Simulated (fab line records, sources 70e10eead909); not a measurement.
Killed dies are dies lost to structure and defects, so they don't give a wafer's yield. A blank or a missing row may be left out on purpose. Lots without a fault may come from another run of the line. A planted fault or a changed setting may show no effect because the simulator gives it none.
Which tool did it? | flow nand_harc | 24 lots, 72 wafers sampled, at 5 steps of a route of 1302

WHAT THE GAUGES READ, wafer by wafer
NHARC_P_GATE_INSPECT_28.
lot  | measured     | on                | raw_defect_count
L074 | day 5 06:58  | defect_inspect-01 | 3 3 10
L075 | day 5 07:08  | defect_inspect-02 | 5 8 5
L076 | day 5 18:58  | defect_inspect-02 | 9 2 5
L077 | day 6 07:58  | defect_inspect-01 | 7 7 7
L078 | day 6 17:29  | defect_inspect-02 | 10 10 2
L079 | day 7 02:20  | defect_inspect-02 | 3 4 5
L080 | day 7 18:02  | defect_inspect-01 | 4 5 4
L081 | day 8 02:52  | defect_inspect-01 | 6 2 3
L082 | day 8 09:28  | defect_inspect-02 | 2 4 5
L083 | day 9 09:35  | defect_inspect-01 | 7 7 10
L084 | day 9 13:28  | defect_inspect-01 | 3 2 2
L085 | day 9 17:55  | defect_inspect-01 | 5 11 4
L086 | day 10 04:31 | defect_inspect-01 | 2 3 7
L087 | day 10 13:10 | defect_inspect-02 | 0 5 3
L088 | day 11 01:01 | defect_inspect-01 | 6 7 4
L089 | day 11 12:07 | defect_inspect-02 | 10 7 4
L090 | day 11 21:48 | defect_inspect-02 | 7 5 8
L091 | day 12 04:02 | defect_inspect-02 | 5 9 4
L092 | day 12 23:04 | defect_inspect-02 | 9 7 8
L093 | day 13 06:18 | defect_inspect-02 | 9 2 11
L094 | day 13 12:13 | defect_inspect-01 | 9 6 6
L095 | day 13 22:25 | defect_inspect-01 | 13 5 6
L096 | day 14 03:14 | defect_inspect-02 | 8 4 2
L097 | day 14 17:48 | defect_inspect-02 | 5 12 5

NHARC_P_GATE_CD_MEAS_33.
lot  | measured     | on        | cd_nm (nm)
L074 | day 5 07:51  | cd_sem-01 | 118.4 120.5 120.5
L075 | day 5 07:59  | cd_sem-02 | 118.2 119.7 119.9
L076 | day 5 19:49  | cd_sem-01 | 118.6 119.2 118.4
L077 | day 6 08:50  | cd_sem-03 | 117.9 118.3 118.2
L078 | day 6 18:26  | cd_sem-01 | 118.8 119.6 119.2
L079 | day 7 03:38  | cd_sem-02 | 118.4 118.1 117.3
L080 | day 7 18:53  | cd_sem-03 | 118.7 117.0 119.5
L081 | day 8 04:09  | cd_sem-03 | 117.5 116.5 117.0
L082 | day 8 10:20  | cd_sem-03 | 122.4 122.2 120.6
L083 | day 9 10:28  | cd_sem-01 | 121.6 119.7 120.3
L084 | day 9 14:22  | cd_sem-03 | 124.3 122.1 121.5
L085 | day 9 18:46  | cd_sem-01 | 118.6 118.0 120.7
L086 | day 10 05:42 | cd_sem-01 | 117.8 116.6 118.4
L087 | day 10 14:01 | cd_sem-03 | 120.2 118.5 118.8
L088 | day 11 01:55 | cd_sem-03 | 120.5 122.1 124.2
L089 | day 11 12:58 | cd_sem-01 | 121.4 122.1 118.1
L090 | day 11 22:40 | cd_sem-02 | 121.5 121.1 117.7
L091 | day 12 04:53 | cd_sem-02 | 121.3 117.9 118.8
L092 | day 12 23:57 | cd_sem-01 | 119.9 121.6 120.2
L093 | day 13 07:10 | cd_sem-02 | 121.1 120.4 118.0
L094 | day 13 13:06 | cd_sem-03 | 121.5 121.0 119.5
L095 | day 13 23:16 | cd_sem-01 | 119.9 118.6 119.0
L096 | day 14 04:05 | cd_sem-02 | 121.0 122.3 122.1
L097 | day 14 18:44 | cd_sem-01 | 122.1 121.3 121.0

NHARC_P_CONTACT_INSPECT_14.
lot  | measured     | on                | raw_defect_count
L074 | day 6 03:14  | defect_inspect-02 | 4 3 5
L075 | day 6 03:25  | defect_inspect-01 | 2 7 5
L076 | day 6 14:47  | defect_inspect-01 | 4 3 4
L077 | day 7 03:47  | defect_inspect-02 | 0 4 2
L078 | day 7 13:44  | defect_inspect-01 | 7 6 2
L079 | day 7 22:50  | defect_inspect-02 | 5 1 6
L080 | day 8 14:19  | defect_inspect-02 | 5 2 7
L081 | day 8 23:02  | defect_inspect-01 | 2 3 3
L082 | day 9 05:21  | defect_inspect-02 | 4 3 5
L083 | day 10 05:47 | defect_inspect-02 | 6 5 6
L084 | day 10 09:47 | defect_inspect-01 | 1 1 3
L085 | day 10 14:11 | defect_inspect-01 | 5 3 4
L086 | day 11 00:47 | defect_inspect-01 | 3 4 1
L087 | day 11 09:09 | defect_inspect-01 | 2 9 7
L088 | day 11 21:28 | defect_inspect-02 | 3 3 4
L089 | day 12 08:07 | defect_inspect-02 | 7 9 3
L090 | day 12 18:09 | defect_inspect-02 | 3 3 5
L091 | day 12 23:52 | defect_inspect-01 | 9 1 2
L092 | day 13 19:08 | defect_inspect-01 | 2 0 4
L093 | day 14 02:30 | defect_inspect-02 | 1 5 6
L094 | day 14 08:15 | defect_inspect-01 | 3 4 4
L095 | day 14 18:09 | defect_inspect-02 | 7 4 5
L096 | day 15 01:05 | defect_inspect-01 | 8 2 0
L097 | day 15 13:53 | defect_inspect-02 | 2 1 5

WHICH TOOL RAN EACH LOT (tool, then ch and the chambers of the sampled wafers, then the start)
lot  | NHARC_P_STI_ETCH_31                           | NHARC_P_GATE_DEP_103
L074 | rie_diel-13 ch 1,2, day 5 06:19 or earlier    | pecvd-04 ch 1,2, day 5 06:19
L075 | rie_diel-10 ch 1,2, day 5 06:18 or earlier    | pecvd-02 ch 0,1, day 5 06:18
L076 | rie_diel-10 ch 0,1,2, day 5 18:15 or earlier  | pecvd-03 ch 0,1,2, day 5 18:15
L077 | rie_diel-04 ch 0,1,3, day 6 07:10 or earlier  | pecvd-03 ch 0,2, day 6 07:10
L078 | rie_diel-10 ch 0,1,3, day 6 16:52 or earlier  | pecvd-02 ch 0,1,2, day 6 16:52
L079 | rie_diel-04 ch 0,1,3, day 7 01:34 or earlier  | pecvd-04 ch 0,1,2, day 7 01:34
L080 | rie_diel-13 ch 0,1, day 7 17:17 or earlier    | pecvd-04 ch 0,2, day 7 17:17
L081 | rie_diel-10 ch 0,1, day 8 02:05 or earlier    | pecvd-04 ch 1,2, day 8 02:05
L082 | rie_diel-04 ch 1,2, day 8 08:40 or earlier    | pecvd-02 ch 1,2, day 8 08:40
L083 | rie_diel-10 ch 0,2, day 9 08:54 or earlier    | pecvd-04 ch 0,1,2, day 9 08:54
L084 | rie_diel-04 ch 0,1, day 9 12:49 or earlier    | pecvd-04 ch 0,2, day 9 12:49
L085 | rie_diel-10 ch 1,3, day 9 17:14 or earlier    | pecvd-03 ch 0,1,2, day 9 17:14
L086 | rie_diel-10 ch 1,2,3, day 10 03:43 or earlier | pecvd-02 ch 0,2, day 10 03:43
L087 | rie_diel-10 ch 0,1, day 10 12:22 or earlier   | pecvd-04 ch 1,2, day 10 12:22
L088 | rie_diel-10 ch 1,2,3, day 11 00:20 or earlier | pecvd-02 ch 0,1,2, day 11 00:20
L089 | rie_diel-04 ch 0,1, day 11 11:28 or earlier   | pecvd-04 ch 0,1, day 11 11:28
L090 | rie_diel-04 ch 2,3, day 11 21:07 or earlier   | pecvd-04 ch 0,1,2, day 11 21:07
L091 | rie_diel-04 ch 2,3, day 12 03:16 or earlier   | pecvd-04 ch 1,2, day 12 03:16
L092 | rie_diel-13 ch 0,1,2, day 12 22:16 or earlier | pecvd-04 ch 0,1,2, day 12 22:16
L093 | rie_diel-10 ch 1,2,3, day 13 05:40 or earlier | pecvd-04 ch 0,1,2, day 13 05:40
L094 | rie_diel-04 ch 0,3, day 13 11:28 or earlier   | pecvd-03 ch 0,1,2, day 13 11:28
L095 | rie_diel-13 ch 0,1,3, day 13 21:43 or earlier | pecvd-04 ch 0,1,2, day 13 21:43
L096 | rie_diel-13 ch 0,1,3, day 14 02:37 or earlier | pecvd-04 ch 0,1, day 14 02:37
L097 | rie_diel-10 ch 0,1,2, day 14 17:05 or earlier | pecvd-02 ch 0,1,2, day 14 17:05
- NHARC_P_STI_ETCH_31: etches the open film in CF4/CHF3, target depth 108.9 nm, time 54.5 s.
- NHARC_P_GATE_DEP_103: deposits SiON, target thk 30 nm.

WHAT THE TOOLS THEMSELVES READ (means of the sampled wafers that have a number; where no wafer has one, the mark that the record gives instead)
NHARC_P_STI_ETCH_31.
lot  | tool        | drypump_motor_current_A (A) | oes_product_au (a.u.) | rf_vpp_V (V) | showerhead_plenum_p_Torr (Torr) | throttle_valve_pct (%)
L074 | rie_diel-13 | 5.6                         | 0.963                 | 371.3        | 1.59                            | 16.802
L075 | rie_diel-10 | 5.4                         | 0.967                 | 370.1        | 1.53                            | 16.802
L076 | rie_diel-10 | 5.6                         | 0.984                 | 369.5        | 1.54                            | 16.804
L077 | rie_diel-04 | 5.5                         | 0.967                 | 370.4        | 1.56                            | 16.800
L078 | rie_diel-10 | 5.9                         | 0.965                 | 369.4        | 1.53                            | 16.805
L079 | rie_diel-04 | 5.5                         | 0.959                 | 369.5        | 1.56                            | 16.802
L080 | rie_diel-13 | 5.9                         | 0.963                 | 374.0        | 1.67                            | 16.805
L081 | rie_diel-10 | 5.8                         | 0.965                 | 369.6        | 1.53                            | 16.806
L082 | rie_diel-04 | 5.5                         | 0.980                 | 370.2        | 1.56                            | 16.806
L083 | rie_diel-10 | 5.4                         | 0.979                 | 369.7        | 1.56                            | 16.809
L084 | rie_diel-04 | 5.7                         | 0.949                 | 369.9        | 1.53                            | 16.813
L085 | rie_diel-10 | 5.8                         | 0.933                 | 370.1        | 1.52                            | 16.798
L086 | rie_diel-10 | 5.7                         | 0.967                 | 369.1        | 1.54                            | 16.805
L087 | rie_diel-10 | 5.8                         | 0.937                 | 369.8        | 1.53                            | 16.802
L088 | rie_diel-10 | 5.7                         | 0.975                 | 369.2        | 1.54                            | 16.803
L089 | rie_diel-04 | 5.6                         | 0.975                 | 368.6        | 1.52                            | 16.800
L090 | rie_diel-04 | 5.4                         | 0.973                 | 373.4        | 1.62                            | 16.800
L091 | rie_diel-04 | 5.5                         | 0.938                 | 370.8        | 1.60                            | 16.800
L092 | rie_diel-13 | 5.7                         | 0.941                 | 371.3        | 1.60                            | 16.793
L093 | rie_diel-10 | 5.6                         | 0.966                 | 368.7        | 1.54                            | 16.802
L094 | rie_diel-04 | 5.7                         | 0.970                 | 369.8        | 1.57                            | 16.808
L095 | rie_diel-13 | 5.9                         | 0.970                 | 372.5        | 1.63                            | 16.803
L096 | rie_diel-13 | 5.9                         | 0.976                 | 372.8        | 1.63                            | 16.806
L097 | rie_diel-10 | 5.6                         | 0.923                 | 369.9        | 1.54                            | 16.799

NHARC_P_GATE_DEP_103.
lot  | tool     | heater_power_w (W)
L074 | pecvd-04 | 741
L075 | pecvd-02 | 674
L076 | pecvd-03 | 762
L077 | pecvd-03 | 804
L078 | pecvd-02 | 749
L079 | pecvd-04 | 726
L080 | pecvd-04 | 746
L081 | pecvd-04 | 799
L082 | pecvd-02 | 731
L083 | pecvd-04 | 747
L084 | pecvd-04 | 752
L085 | pecvd-03 | 819
L086 | pecvd-02 | 710
L087 | pecvd-04 | 757
L088 | pecvd-02 | 769
L089 | pecvd-04 | 677
L090 | pecvd-04 | 760
L091 | pecvd-04 | 688
L092 | pecvd-04 | 731
L093 | pecvd-04 | 726
L094 | pecvd-03 | 779
L095 | pecvd-04 | 715
L096 | pecvd-04 | 682
L097 | pecvd-02 | 735

THE ANSWER, worked out from the rows above alone
Rule: what is usual is taken from the lots themselves. Put in order of their means at a reading, lots are off if they are a third of the lots or fewer, leave a main group of 4 or more, and stand apart from it by a gap of 3 or more times the standard deviation of the main group's means; of several such gaps the widest counts. A main group whose means are all the same, to the digits that the tables above print for the reading, isn't used. A lot without any number at a reading at which 4 lots or more have one is off too. The other lots that the step has rows for count as sound. The gauges are gone through in route order, then the tools' own readings, and for those a lot's mean is taken as printed above. The first step at which some lot is off is used, and at that step the reading that is off furthest; a lot without a number counts as furthest.
No lot is off at any reading shown: from this, nothing can be told.

WHAT THE SIMULATOR HAD PUT IN
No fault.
